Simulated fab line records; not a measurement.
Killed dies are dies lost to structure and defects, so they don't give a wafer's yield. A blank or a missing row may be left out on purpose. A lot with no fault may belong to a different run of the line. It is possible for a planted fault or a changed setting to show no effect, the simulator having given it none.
What tool caused it? / flow nandHarc / 11 lots with 33 wafers sampled at 4 steps, on a route of 1302 steps

WHAT THE GAUGES READ, wafer by wafer
NHARC_P_ZERO_WELL_CD_MEAS_24 targets a cd of 720 nm.
lot=L399; measured=day 2 18:28; on=cdSem-01; cdNm (nm)=719.7 720.9 718.9
lot=L401; measured=day 3 14:41; on=cdSem-02; cdNm (nm)=719.3 719.4 717.6
lot=L402; measured=day 4 00:50; on=cdSem-02; cdNm (nm)=716.4 713.9 715.6
lot=L404; measured=day 4 20:35; on=cdSem-02; cdNm (nm)=720.8 715.4 715.6
lot=L406; measured=day 5 16:43; on=cdSem-02; cdNm (nm)=716.3 717.7 716.4
lot=L409; measured=day 6 22:28; on=cdSem-03; cdNm (nm)=718.9 717.2 721.2
lot=L410; measured=day 7 08:28; on=cdSem-02; cdNm (nm)=719.5 721.0 720.6
lot=L411; measured=day 7 18:35; on=cdSem-02; cdNm (nm)=717.1 717.6 714.0
lot=L414; measured=day 9 00:28; on=cdSem-03; cdNm (nm)=718.5 716.9 716.9
lot=L416; measured=day 9 20:27; on=cdSem-02; cdNm (nm)=724.3 723.8 725.9 724.9 724.0 726.3
lot=L419; measured=day 11 02:27; on=cdSem-01; cdNm (nm)=727.2 726.9 723.2 727.3 726.5 723.3

EACH LOT AND THE TOOL THAT RAN IT (in order: tool; ch and the chambers of the sampled wafers; start)
lot=L399; NHARC_P_ZERO_WELL_ETCH_62=rieDiel-08 ch 0,1,2, day 2 17:32 or earlier; NHARC_P_ZERO_WELL_ETCH_63=rieSi-02 ch 0,2,3, day 2 17:32; NHARC_P_ZERO_WELL_PEB_22=lithoTrack-03 ch 0, day 2 18:22
lot=L401; NHARC_P_ZERO_WELL_ETCH_62=rieDiel-06 ch 0,1,2, day 3 13:46 or earlier; NHARC_P_ZERO_WELL_ETCH_63=rieSi-02 ch 0,2, day 3 13:46; NHARC_P_ZERO_WELL_PEB_22=lithoTrack-05 ch 0, day 3 14:36
lot=L402; NHARC_P_ZERO_WELL_ETCH_62=rieDiel-06 ch 0,1, day 3 23:54 or earlier; NHARC_P_ZERO_WELL_ETCH_63=rieSi-05 ch 0,1,3, day 3 23:54; NHARC_P_ZERO_WELL_PEB_22=lithoTrack-03 ch 0, day 4 00:44
lot=L404; NHARC_P_ZERO_WELL_ETCH_62=rieDiel-08 ch 0,1,2, day 4 19:39 or earlier; NHARC_P_ZERO_WELL_ETCH_63=rieSi-05 ch 1,2, day 4 19:39; NHARC_P_ZERO_WELL_PEB_22=lithoTrack-03 ch 0, day 4 20:29
lot=L406; NHARC_P_ZERO_WELL_ETCH_62=rieDiel-07 ch 0,1,3, day 5 15:47 or earlier; NHARC_P_ZERO_WELL_ETCH_63=rieSi-01 ch 0,1,3, day 5 15:47; NHARC_P_ZERO_WELL_PEB_22=lithoTrack-03 ch 0, day 5 16:37
lot=L409; NHARC_P_ZERO_WELL_ETCH_62=rieDiel-07 ch 2,3, day 6 21:41 or earlier; NHARC_P_ZERO_WELL_ETCH_63=rieSi-01 ch 1,2,3, day 6 21:41; NHARC_P_ZERO_WELL_PEB_22=lithoTrack-05 ch 0, day 6 22:22
lot=L410; NHARC_P_ZERO_WELL_ETCH_62=rieDiel-07 ch 0,2, day 7 07:39 or earlier; NHARC_P_ZERO_WELL_ETCH_63=rieSi-01 ch 0,2,3, day 7 07:39; NHARC_P_ZERO_WELL_PEB_22=lithoTrack-07 ch 0, day 7 08:22
lot=L411; NHARC_P_ZERO_WELL_ETCH_62=rieDiel-08 ch 0,3, day 7 17:48 or earlier; NHARC_P_ZERO_WELL_ETCH_63=rieSi-05 ch 2,3, day 7 17:48; NHARC_P_ZERO_WELL_PEB_22=lithoTrack-05 ch 0, day 7 18:30
lot=L414; NHARC_P_ZERO_WELL_ETCH_62=rieDiel-08 ch 0,1,3, day 8 23:32 or earlier; NHARC_P_ZERO_WELL_ETCH_63=rieSi-01 ch 0,1,2, day 8 23:32; NHARC_P_ZERO_WELL_PEB_22=lithoTrack-05 ch 0, day 9 00:22
lot=L416; NHARC_P_ZERO_WELL_ETCH_62=rieDiel-06 ch 0,1,3, day 9 19:40 or earlier; NHARC_P_ZERO_WELL_ETCH_63=rieSi-02 ch 0,1, day 9 19:40; NHARC_P_ZERO_WELL_PEB_22=lithoTrack-05 ch 0, day 9 20:22
lot=L419; NHARC_P_ZERO_WELL_ETCH_62=rieDiel-07 ch 0,1, day 11 01:33 or earlier; NHARC_P_ZERO_WELL_ETCH_63=rieSi-05 ch 0,2,3, day 11 01:33; NHARC_P_ZERO_WELL_PEB_22=lithoTrack-05 ch 0, day 11 02:22
- NHARC_P_ZERO_WELL_ETCH_62: etches the open film in CHF3/Ar, target depth 13 nm, time 6.5 s.
- NHARC_P_ZERO_WELL_ETCH_63: etches the open film in HBr/Cl2, target depth 120 nm, time 40.1 s.
- NHARC_P_ZERO_WELL_PEB_22: peb time 85 s.

THE ANSWER, worked out from the rows above alone
Rule: the lots themselves supply what counts as usual. Put in order of their means at a reading, lots are off if they are a third of the lots or fewer, leave a main group of 4 or more, and stand apart from it by a gap of 3 or more times the standard deviation of the main group's means; of several such gaps the widest counts. A main group is skipped when, at the precision printed for the reading in the tables above, its means are all equal. Also off: a lot with no number at a reading for which 4 or more lots have one. Any other lot the step has rows for is counted as sound.
Across all readings shown, no lot is off: no conclusion can be drawn from this.

WHAT WAS PUT IN BY THE SIMULATOR
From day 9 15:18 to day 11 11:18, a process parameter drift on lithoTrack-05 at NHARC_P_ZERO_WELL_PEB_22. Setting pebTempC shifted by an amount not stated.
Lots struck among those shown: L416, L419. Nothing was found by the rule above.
